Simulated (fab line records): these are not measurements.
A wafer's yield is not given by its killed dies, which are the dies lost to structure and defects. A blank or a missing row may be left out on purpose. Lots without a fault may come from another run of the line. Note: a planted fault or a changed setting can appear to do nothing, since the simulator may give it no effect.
Chamber matching | flow n5Finfet | N5_HKMG_FIN_NWFM_ALD_20 on aldMetal-01 has 4 sister chambers
The step deposits TiAlC, target thk 2 nm, pulse time 3 s, purge time 2 s. 4 wafers are shown with their chamber, then 7 later ones without.

EACH WAFER AND ITS CHAMBER
wafer  | chamber | heaterPowerW (W)
L090.1 | 3       | 408
L090.5 | 1       | 468
L093.3 | 0       | 394
L093.5 | 2       | 549

WAFERS MISSING THEIR CHAMBER
wafer  | heaterPowerW (W)
L093.6 | 476
L097.1 | 396
L097.2 | 402
L097.3 | 553
L097.4 | 488
L097.5 | 556
L097.6 | 401

WHICH CHAMBER EACH WENT THROUGH
wafer  | from the rows above     | in truth
L093.6 | 1                       | 1
L097.1 | can't be placed: 0 or 3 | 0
L097.2 | can't be placed: 3 or 0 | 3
L097.3 | 2                       | 2
L097.4 | 1                       | 1
L097.5 | 2                       | 2
L097.6 | can't be placed: 0 or 3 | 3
Correctly placed: 4 of 7. From these rows, 3 cannot be placed; in 3 the true chamber is one of the candidates. Number placed wrongly: 0.
How it was worked out, from the rows above alone: a wafer's distance from a chamber is the root of the sum, over the readings, of the square of ((its reading less the chamber's mean) divided by the reading's scatter). The wafer belongs to the nearest chamber; if the next one is less than 2 further off, it can't be placed. Each chamber's mean is taken over the wafers shown for it. The scatter: root of mean squared gap, hidden wafer to nearest shown wafer, with one shown wafer a chamber.
